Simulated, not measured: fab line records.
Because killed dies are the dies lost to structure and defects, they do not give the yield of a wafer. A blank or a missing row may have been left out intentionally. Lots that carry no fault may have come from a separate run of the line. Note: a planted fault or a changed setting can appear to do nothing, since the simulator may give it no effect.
3 desks, one fault / flow n5 finfet / numbers are kept per desk, each desk with only its own; the story behind them comes last

METROLOGY DESK
What the gauges read for every lot (on any tool): the sampled wafers with a number, averaged. Marked OUT: a lot whose mean sits more than 4 standard deviations from the usual mean, which makes it out of limits; the brackets give that distance.
Columns: A = M12_THK at N5_BEOL_M12_THK_MEAS_50, usual 323 nm
lot=L931; first seen here=day 11 04:10; A=318
lot=L933; first seen here=day 11 15:06; A=334
lot=L935; first seen here=day 11 23:52; A=325
lot=L936; first seen here=day 12 06:44; A=320
lot=L937; first seen here=day 12 17:04; A=322
lot=L940; first seen here=day 13 08:42; A=326
lot=L941; first seen here=day 13 15:01; A=319
lot=L943; first seen here=day 13 21:16; A=321
lot=L942; first seen here=day 14 08:20; A=324
lot=L946; first seen here=day 14 08:52; A=325
lot=L951; first seen here=day 17 10:19; A=324
This desk's verdict: no lot among the 11 shows anything out of limits.

AT THE TOOL OWNER'S DESK: wet bench-06
The tool's own readings at N5_BEOL_M13_STRIP_71 (strips in post etch residue remover, time 60 s): means of the sampled wafers that have a number, for each lot that ran on this tool. Marked OUT: a lot whose mean sits more than 4 standard deviations from the usual mean, which makes it out of limits; the brackets give that distance.
Columns: A = run length s at N5_BEOL_M13_STRIP_71, usual 67.2 s; B = temp c at N5_BEOL_M13_STRIP_71, usual 25.00 C
lot=L931; first seen here=day 11 05:29; A=66.5; B=24.96
lot=L933; first seen here=day 11 17:07; A=67.1; B=25.10
lot=L935; first seen here=day 12 01:14; A=67.4; B=25.04
lot=L936; first seen here=day 12 08:04; A=65.9; B=25.02
lot=L937; first seen here=day 12 18:29; A=65.5; B=25.03
lot=L940; first seen here=day 13 10:05; A=71.8; B=24.94
lot=L946; first seen here=day 14 10:05; A=66.8; B=24.93
This desk's verdict: no lot among the 7 shows anything out of limits.

THE DEFECT DESK
What the inspections along the route counted, lot by lot: means of the sampled wafers that have a number. Marked OUT: a lot whose mean sits more than 4 standard deviations from the usual mean, which makes it out of limits; the brackets give that distance.
Columns: A = raw defect count at N5_BEOL_M12_INSPECT_55, usual 69
lot=L931; first seen here=day 11 04:19; A=68
lot=L933; first seen here=day 11 15:15; A=58
lot=L935; first seen here=day 12 00:01; A=71
lot=L936; first seen here=day 12 06:53; A=43
lot=L937; first seen here=day 12 17:14; A=56
lot=L940; first seen here=day 13 08:51; A=69
lot=L941; first seen here=day 13 15:10; A=55
lot=L943; first seen here=day 13 21:25; A=79
lot=L942; first seen here=day 14 08:31; A=65
lot=L946; first seen here=day 14 09:02; A=81
lot=L951; first seen here=day 17 10:28; A=56
This desk's verdict: no lot among the 11 shows anything out of limits.

ALL TOGETHER
Nothing out of limits was seen by the metrology desk.
The tool owner's desk saw nothing out of limits.
Nothing out of limits was seen by the defect desk.

WHAT WAS PUT IN BY THE SIMULATOR
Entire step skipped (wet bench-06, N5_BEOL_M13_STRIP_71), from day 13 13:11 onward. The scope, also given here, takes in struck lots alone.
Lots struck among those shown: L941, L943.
